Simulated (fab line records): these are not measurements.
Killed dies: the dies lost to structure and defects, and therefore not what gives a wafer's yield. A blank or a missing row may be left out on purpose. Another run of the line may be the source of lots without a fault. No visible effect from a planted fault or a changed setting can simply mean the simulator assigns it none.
fab line records	flow n5-finfet
record lots=7	wafers=39
route steps=1938 shown DUMMY_GATE@220 SD_EPI_N@288 SD_ACTIVATION@330 MOL_CONTACT_COAG@613
start-h: start of the lot's first displayed wafer, in hours after the record's first day	wait-h: time in hours since the lot's previous step	" repeats the value in the row above	L1.1+2: one row covering several wafers at once	- either no value or no given start	* or withheld: withheld	< > ~ a bound
route shown NAME@n: names a module that has steps shown in the file, with the first one's number in the route	usual: average and standard deviation across the fault-free wafers	same: alike in all rows	chamber/n: place in a boat	sites: the reading at each site	_std_site: the values' standard deviation	_edge_site: mean of outer sites minus mean of inner sites	radius-mm: how far each site lies from the wafer's centre	mask NAME#n: copy n	behind: tool/chamber where the wafer was last shaped	hold: the reason the lot was held/the length of the hold in hours/how it ended	device: transistor that didn't switch, given as n, p or np	end of line: the route-end tests of the same wafers	a step with no rows: only its recipe	killed: the dies lost at the first sort to structure and to defects; this is not the yield of the wafer	map: per-die view of a wafer (x killed, . not killed, _ where there is no die)
set.NAME: the setting that was run; set.NAME@STEP: the one run at that earlier step	model.NAME: the simulator's own value behind a step, which no gauge read
lots run with intentionally changed settings; tables by step, rows by wafer
## steps
# step N5_DUMMY_GATE_HM_DEP_06
# recipe material=SiNx	target-thk-a=800	precursor=DCS/NH3	temp-c=700	pressure-mtorr=300	time-s=5141
lot.wafer	tool	chamber	start-h	wait-h	set.target-thk-a	model.SiNx_of_DUMMY_GATE_HM_DEP_06.thk-nm
L074.1+6	-	-	-	0.0	859.9	87.2
L074.2+3	"	-	"	"	859.9	87.4
L074.4	"	-	"	"	859.9	87.8
L074.5	"	-	"	"	859.9	88
L075.1	-	-	-	0.0	865.4	86.2
L075.2	"	-	"	"	865.4	85.6
L075.3	"	-	"	"	865.4	86.4
L075.4+5	"	-	"	"	865.4	86
L075.6	"	-	"	"	865.4	85.8
L080.1+5	-	-	-	0.0	800	80.2
L080.2+3+4	"	-	"	"	800	80.4
L080.6	"	-	"	"	800	80.6
L087.1	-	-	-	0.6	908.1	91.4
L087.2	"	-	"	"	908.1	92
L087.3	"	-	"	"	908.1	92.2
L087.4	"	-	"	"	908.1	92.4
L087.5	"	-	"	"	908.1	91.8
L087.6	"	-	"	"	908.1	91.2
L090.1+4	-	-	-	0.0	871.7	87.4
L090.2+3+6	"	-	"	"	871.7	87.2
L090.5	"	-	"	"	871.7	87
L093.2	lpcvd-01	1/20	154.70	0.0	800	79.6
L093.3	"	1/25	"	"	800	79.2
L093.4	"	1/29	"	"	800	79.8
L096.1	-	-	-	0.0	728.8	73.8
L096.2+3	"	-	"	"	728.8	73.6
L096.4	"	-	"	"	728.8	73.4
L096.5	"	-	"	"	728.8	74.2
L096.6	"	-	"	"	728.8	74
# step N5_DUMMY_GATE_ETCH_37
# recipe chemistry=N2/H2	target=SOC	target-depth-a=600	overetch-a=300	temp-c=40	ion-energy-ev=200	pressure-mtorr=30	source-w=840	bias-w=150	n2-flow-sccm=200	h2-flow-sccm=200
# usual rf-vpp-V=523.8/2.5
lot.wafer	tool	chamber	start-h	wait-h	set.source-w	rf-vpp-V
L074.1	rie-diel-02	0	49.85	0.0	840	525.3
L074.2	"	1	"	"	695.8	558.4
L074.3	"	3	"	"	695.8	557.6
L074.4	"	2	"	"	840	519.4
L074.5	"	0	"	"	840	525.7
L074.6	"	3	"	"	695.8	557.3
L075.1	rie-diel-02	3	53.41	0.0	997	494.7
L075.2	"	1	"	"	997	493.9
L075.3	"	0	"	"	840	526.2
L075.4	"	2	"	"	840	519.6
L075.5	"	3	"	"	840	523.8
L075.6	"	2	"	"	997	490.2
L080.1	rie-diel-01	3	81.62	0.0	840	524.1
L080.2	"	2	"	"	840	523.4
L080.3	"	0	"	"	840	521.4
L080.4	"	1	"	"	923.9	508.1
L080.5	"	0	"	"	923.9	506.3
L080.6	"	3	"	"	923.9	507.6
L087.1	rie-diel-02	3	131.72	0.0	710.6	553.4
L087.2	"	2	"	"	840	528.1
L087.3	"	1	"	"	710.6	554.7
L087.4	"	0	"	"	840	525.5
L087.5	"	0	"	"	710.6	555.5
L087.6	"	1	"	"	840	524.7
L090.1	rie-diel-02	0	145.57	0.0	840	526.1
L090.2	"	1	"	"	840	524.4
L090.3	"	3	"	"	840	525.3
L090.4	"	2	"	"	840	529.5
L090.5	"	2	"	"	840	527.6
L090.6	"	3	"	"	840	524.4
L093.2	rie-diel-04	3	159.39	0.0	840	521.4
L093.3	"	2	"	"	840	522.1
L093.4	"	0	"	"	840	526.9
L096.1	rie-diel-02	1	178.73	0.0	840	523.0
L096.2	"	2	"	"	840	529.4
L096.3	"	3	"	"	840	524.7
L096.4	"	3	"	"	840	525.0
L096.5	"	2	"	"	840	530.1
L096.6	"	1	"	"	840	524.5
# step N5_DUMMY_GATE_ETCH_42
# recipe chemistry=CHF3/O2	target=SiO2	target-depth-a=35	time-s=31	ion-energy-ev=30	bias-w=12	pressure-mtorr=30	source-w=600	Ar_flow_sccm=200	CHF3_flow_sccm=50	O2_flow_sccm=5
# usual rf-vpp-V=42.1/1.1
lot.wafer	tool	chamber	start-h	wait-h	set.bias-w	rf-vpp-V
L074.1	rie-diel-01	3	50.71	0.1	12	43.3
L074.2	"	1	"	"	13.4	43.1
L074.3	"	2	"	"	12	42.9
L074.4	"	2	"	"	13.4	45.2
L074.5	"	1	"	"	13.4	44.8
L074.6	"	3	"	"	12	41.8
L075.1	rie-diel-01	2	54.42	0.3	13.89	46.1
L075.2	"	1	"	"	12	38.9
L075.3	"	3	"	"	13.89	46.1
L075.4	"	3	"	"	13.89	45.8
L075.5	"	1	"	"	12	39.9
L075.6	"	2	"	"	12	41.9
L080.1	rie-diel-02	3	82.40	0.0	12	43.9
L080.2	"	0	"	"	12	41.4
L080.3	"	2	"	"	12	41.5
L080.4	"	1	"	"	12	42.2
L080.5	"	3	"	"	12	42.8
L080.6	"	0	"	"	12	40.1
L087.1	rie-diel-04	2	132.65	0.0	10.36	38.4
L087.2	"	3	"	"	12	42.4
L087.3	"	1	"	"	12	43.1
L087.4	"	2	"	"	12	42.5
L087.5	"	1	"	"	10.36	38.4
L087.6	"	3	"	"	10.36	38.4
L090.1	rie-diel-01	0	146.34	0.0	12	42.4
L090.2	"	1	"	"	12	40.4
L090.3	"	2	"	"	12	41.4
L090.4	"	3	"	"	12	40.5
L090.5	"	0	"	"	12	42.2
L090.6	"	1	"	"	12	40.3
L093.2	rie-diel-02	0	160.26	0.0	12	40.4
L093.3	"	2	"	"	12	41.3
L093.4	"	2	"	"	12	41.3
L096.1	rie-diel-04	1	179.51	0.0	12	42.2
L096.2	"	2	"	"	12	42.3
L096.3	"	0	"	"	10.21	39.4
L096.4	"	3	"	"	12	42.2
L096.5	"	3	"	"	10.21	37.7
L096.6	"	2	"	"	10.21	36.6
# step N5_SD_EPI_N_EPI_21
# recipe material=Si:P	dopant=P	temp-c=680	pressure-torr=255	time-s=690
lot.wafer	tool	chamber	start-h	wait-h	set.time-s	model.Si-P_of_SD_EPI_N_EPI_21.thk-nm
L074.1+5	epi-rpcvd-03	0	53.72	0.1	690	59.6
L074.2	"	0	"	"	690	60.2
L074.3	"	0	"	"	690	59.8
L074.4	"	0	"	"	690	60.8
L074.6	"	0	"	"	690	59.4
L075.1	epi-rpcvd-04	0	57.47	0.1	690	56.4
L075.2+5	"	0	"	"	690	57.6
L075.3	"	0	"	"	690	57.8
L075.4+6	"	0	"	"	690	57.4
L080.1	epi-rpcvd-04	0	85.42	0.1	690	58.4
L080.2	"	0	"	"	739.4	61
L080.3	"	0	"	"	739.4	61.2
L080.4+6	"	0	"	"	690	58
L080.5	"	0	"	"	739.4	61.4
L087.1+4	epi-rpcvd-04	0	135.74	0.1	690	57.8
L087.2	"	0	"	"	752.1	61
L087.3	"	0	"	"	752.1	60
L087.5	"	0	"	"	690	57.6
L087.6	"	0	"	"	752.1	61.6
L090.1	epi-rpcvd-04	0	149.83	0.1	690	59.2
L090.2+5	"	0	"	"	690	58.8
L090.3	"	0	"	"	604.4	54.2
L090.4	"	0	"	"	604.4	53.8
L090.6	"	0	"	"	604.4	55
L093.2+3+4	epi-rpcvd-04	0	164.26	0.5	690	59.6
L096.1	epi-rpcvd-04	0	182.54	0.1	690	59.6
L096.2+3	"	0	"	"	690	59.2
L096.4	"	0	"	"	690	59.8
L096.5	"	0	"	"	690	58.6
L096.6	"	0	"	"	690	58.8
# step N5_SD_EPI_N_PRECLEAN_24
# recipe chemistry=O3/DIW	time-s=60	temp-c=22	o3-ppm=10
lot.wafer	tool	chamber	start-h	wait-h	set.time-s@SD_EPI_N_EPI_21	model.Si-P_of_SD_EPI_N_EPI_21.thk-nm
L074.1+5	wet-bench-02	4,3	55.49	0.0	690	59.2
L074.2	"	2	"	"	690	59.8
L074.3	"	7	"	"	690	59.4
L074.4	"	1	"	"	690	60.4
L074.6	"	0	"	"	690	59
L075.1	wet-bench-03	5	59.22	0.0	690	56
L075.2+5	"	7,4	"	"	690	57.2
L075.3	"	0	"	"	690	57.4
L075.4+6	"	6,3	"	"	690	57
L080.1	wet-bench-05	4	87.17	0.0	690	58
L080.2	"	5	"	"	739.4	60.6
L080.3	"	3	"	"	739.4	60.8
L080.4+6	"	7,2	"	"	690	57.6
L080.5	"	6	"	"	739.4	61
L087.1+4	wet-bench-05	5,6	137.49	0.0	690	57.4
L087.2	"	2	"	"	752.1	60.6
L087.3	"	3	"	"	752.1	59.6
L087.5	"	7	"	"	690	57.2
L087.6	"	4	"	"	752.1	61
L090.1	wet-bench-05	7	151.58	0.0	690	58.8
L090.2+5	"	0,2	"	"	690	58.4
L090.3	"	6	"	"	604.4	53.8
L090.4	"	1	"	"	604.4	53.4
L090.6	"	3	"	"	604.4	54.6
L093.2+3+4	wet-bench-03	5,4,1	166.51	0.3	690	59.2
L096.1	wet-bench-03	7	184.29	0.0	690	59.2
L096.2+3	"	0,2	"	"	690	58.8
L096.4	"	1	"	"	690	59.4
L096.5	"	6	"	"	690	58.2
L096.6	"	5	"	"	690	58.4
# step N5_SD_EPI_N_SRD_25
# recipe time-s=30	temp-c=23	rinse-liquid=diw	dry=ipa-marangoni
# step N5_SD_EPI_N_PRECLEAN_49
# recipe chemistry=NF3:NH3	afs-cycles=1	temp-c=30	time-s=20	sublimation-temp-c=180	sublimation-time-s=60	pressure-torr=3	rf-power-w=30
# step N5_SD_ACTIVATION_RTA_00
# recipe temp-c=975	time-s=0	ambient=N2	idle-temp-c=600	ramp-up-c-per-s=150	ramp-down-c-per-s=60	cool-to-c=600
# step N5_SD_ACTIVATION_LSA_01
# recipe temp-c=1080	time-s=0.0008	ambient=N2
# step N5_SD_ACTIVATION_RS_MEAS_03
# recipe thk-meas-gauge=four-point-probe
# usual RS_SD_N=21.9/0.38	RS_SD_P=56.0/1.1
lot.wafer	tool	chamber	start-h	wait-h	set.time-s@SD_EPI_N_EPI_21	RS_SD_N[ohm/sq]	RS_SD_P[ohm/sq]
L074.1	film-metro-02	-	62.30	0.2	690	21.7	56.7
L074.2	"	-	"	"	690	21.4	56.6
L074.3	"	-	"	"	690	21.5	57.1
L074.4	"	-	"	"	690	21.1	58.2
L074.5	"	-	"	"	690	21.7	57.5
L074.6	"	-	"	"	690	21.9	56.9
L075.1	film-metro-02	-	64.87	0.2	690	23.0	54.9
L075.2	"	-	"	"	690	22.3	55.7
L075.3	"	-	"	"	690	22.5	56.1
L075.4	"	-	"	"	690	22.2	56.2
L075.5	"	-	"	"	690	22.3	56.0
L075.6	"	-	"	"	690	22.6	56.4
L080.1	film-metro-01	-	92.51	0.2	690	22.2	56.1
L080.2	"	-	"	"	739.4	21.4	55.8
L080.3	"	-	"	"	739.4	21.3	56.4
L080.4	"	-	"	"	690	22.3	56.8
L080.5	"	-	"	"	739.4	21.3	55.7
L080.6	"	-	"	"	690	22.6	56.5
L087.1	film-metro-02	-	142.83	0.2	690	22.2	55.7
L087.2	"	-	"	"	752.1	21.0	55.1
L087.3	"	-	"	"	752.1	21.4	55.8
L087.4	"	-	"	"	690	22.3	55.9
L087.5	"	-	"	"	690	22.5	55.9
L087.6	"	-	"	"	752.1	21.0	55.7
L090.1	film-metro-02	-	157.79	0.2	690	21.6	56.7
L090.2	"	-	"	"	690	22.1	56.3
L090.3	"	-	"	"	604.4	23.9	57.4
L090.4	"	-	"	"	604.4	24.2	57.0
L090.5	"	-	"	"	690	21.9	57.6
L090.6	"	-	"	"	604.4	23.6	57.7
L093.2	film-metro-01	-	172.91	0.2	690	22.0	57.1
L093.3	"	-	"	"	690	21.8	57.2
L093.4	"	-	"	"	690	21.5	57.3
L096.1	film-metro-02	-	190.75	0.2	690	21.7	56.5
L096.2	"	-	"	"	690	21.8	56.7
L096.3	"	-	"	"	690	21.9	56.4
L096.4	"	-	"	"	690	21.5	56.9
L096.5	"	-	"	"	690	22.1	56.4
L096.6	"	-	"	"	690	22.2	56.6
# step N5_MOL_CONTACT_COAG_ETCHBACK_136
# recipe chemistry=CHF3	target=SiO2	target-depth-a=250	time-s=16.7	ion-energy-ev=200	pressure-mtorr=30	source-w=610	bias-w=170	Ar_flow_sccm=200	CHF3_flow_sccm=50
lot.wafer	tool	chamber	start-h	wait-h	set.target-depth-a
L075.1+3+6	rie-diel-03	2	109.44	0.0	250
L075.2+4+5	"	1	"	"	220.3
L074.1+2+4	rie-diel-06	2,3,2	125.18	0.0	281.1
L074.3+5+6	"	1,1,3	"	"	250
L080.1+3+6	rie-diel-05	0,3,0	135.66	0.0	250
L080.2+4+5	"	2,1,3	"	"	222.7
L087.1+2+3	rie-diel-05	0,3,2	183.18	0.0	284.4
L087.4+5+6	"	1,0,1	"	"	250
L090.1+2+4	rie-diel-05	3,1,0	200.84	0.0	250
L090.3+5+6	"	2,1,2	"	"	217.1
L093.2+3+4	rie-diel-03	2,0,1	214.23	0.0	250
L096.1+5+6	rie-diel-03	3,1,2	233.34	0.0	250
L096.2+3+4	"	2,1,0	"	"	285.4
# step N5_MOL_CONTACT_COAG_STRIP_120
# recipe chemistry=CHF3	resist=SiARC	rf-frequency-hz=6e+07
# step N5_MOL_CONTACT_COAG_VIA_ETCH_117
# recipe chemistry=C4F6/O2	target-depth-a=400	overetch-a=80	mask-material=SOC	target=SiO2	bias-w=455	pressure-mtorr=10	time-s=26	source-w=325	Ar_flow_sccm=300	C4F6_flow_sccm=10	O2_flow_sccm=10	ion-energy-ev=575.3	ends=end-point
lot.wafer	tool	chamber	start-h	wait-h	set.target-depth-a@MOL_CONTACT_COAG_ETCHBACK_136	model.etch.depth-nm	model.MOL_CONTACT_COAG.feature-depth-nm
L075.1	rie-diel-03	2	109.49	0.0	250	39.86	39.8
L075.2	"	1	"	"	220.3	43.45	43.4
L075.3	"	2	"	"	250	39.92	40
L075.4	"	1	"	"	220.3	43.42	43.4
L075.5	"	1	"	"	220.3	43.35	43.4
L075.6	"	2	"	"	250	40.06	40
L074.1	rie-diel-06	2	125.21	0.0	281.1	37.17	37.2
L074.2	"	3	"	"	281.1	37.93	38
L074.3	"	1	"	"	250	41.05	41
L074.4	"	2	"	"	281.1	37.1	37.2
L074.5	"	1	"	"	250	41.02	41
L074.6	"	3	"	"	250	40.53	40.6
L080.1	rie-diel-05	0	135.69	0.0	250	39.74	39.8
L080.2	"	2	"	"	222.7	42.37	42.4
L080.3	"	3	"	"	250	41.06	41
L080.4	"	1	"	"	222.7	43.08	43
L080.5	"	3	"	"	222.7	43.58	43.6
L080.6	"	0	"	"	250	39.61	39.6
L087.1	rie-diel-05	0	183.21	0.0	284.4	36.21	36.2
L087.2	"	3	"	"	284.4	38.04	38
L087.3	"	2	"	"	284.4	36.36	36.4
L087.4	"	1	"	"	250	40.45	40.4
L087.5	"	0	"	"	250	39.62	39.6
L087.6	"	1	"	"	250	40.14	40.2
L090.1	rie-diel-05	3	200.88	0.0	250	41.17	41.2
L090.2	"	1	"	"	250	40.27	40.2
L090.3	"	2	"	"	217.1	43.31	43.4
L090.4	"	0	"	"	250	39.63	39.6
L090.5	"	1	"	"	217.1	43.41	43.4
L090.6	"	2	"	"	217.1	43.11	43.2
L093.2	rie-diel-03	2	214.26	0.0	250	39.71	39.8
L093.3	"	0	"	"	250	40.05	40
L093.4	"	1	"	"	250	39.64	39.6
L096.1	rie-diel-03	3	233.37	0.0	250	40.49	40.4
L096.2	"	2	"	"	285.4	36.17	36.2
L096.3	"	1	"	"	285.4	35.87	35.8
L096.4	"	0	"	"	285.4	36.2	36.2
L096.5	"	1	"	"	250	39.53	39.6
L096.6	"	2	"	"	250	39.52	39.6
## key
split step=N5_DUMMY_GATE_HM_DEP_06	setting=target-thk-a	stated=800	by=lot
response step=N5_DUMMY_GATE_HM_DEP_06	reading=model.SiNx_of_DUMMY_GATE_HM_DEP_06.thk-nm	change=+0.799	per=1%	r=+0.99
split step=N5_DUMMY_GATE_ETCH_37	setting=source-w	stated=840	by=wafer
response step=N5_DUMMY_GATE_ETCH_37	reading=rf-vpp-V	change=-1.78	per=1%	r=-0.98
split step=N5_DUMMY_GATE_ETCH_42	setting=bias-w	stated=12	by=wafer
response step=N5_DUMMY_GATE_ETCH_42	reading=rf-vpp-V	change=+0.295	per=1%	r=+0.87
split step=N5_SD_EPI_N_EPI_21	setting=time-s	stated=690	by=wafer
response step=N5_SD_EPI_N_EPI_21	reading=model.Si-P_of_SD_EPI_N_EPI_21.thk-nm	change=+0.375	per=1%	r=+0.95
response step=N5_SD_EPI_N_PRECLEAN_24	reading=model.Si-P_of_SD_EPI_N_EPI_21.thk-nm	change=+0.373	per=1%	r=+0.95
response step=N5_SD_ACTIVATION_RS_MEAS_03	reading=RS_SD_N	change=-0.15	per=1%	r=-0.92
split step=N5_MOL_CONTACT_COAG_ETCHBACK_136	setting=target-depth-a	stated=250	by=wafer
response step=N5_MOL_CONTACT_COAG_VIA_ETCH_117	reading=model.etch.depth-nm	change=-0.257	per=1%	r=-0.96
response step=N5_MOL_CONTACT_COAG_VIA_ETCH_117	reading=model.MOL_CONTACT_COAG.feature-depth-nm	change=-0.258	per=1%	r=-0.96
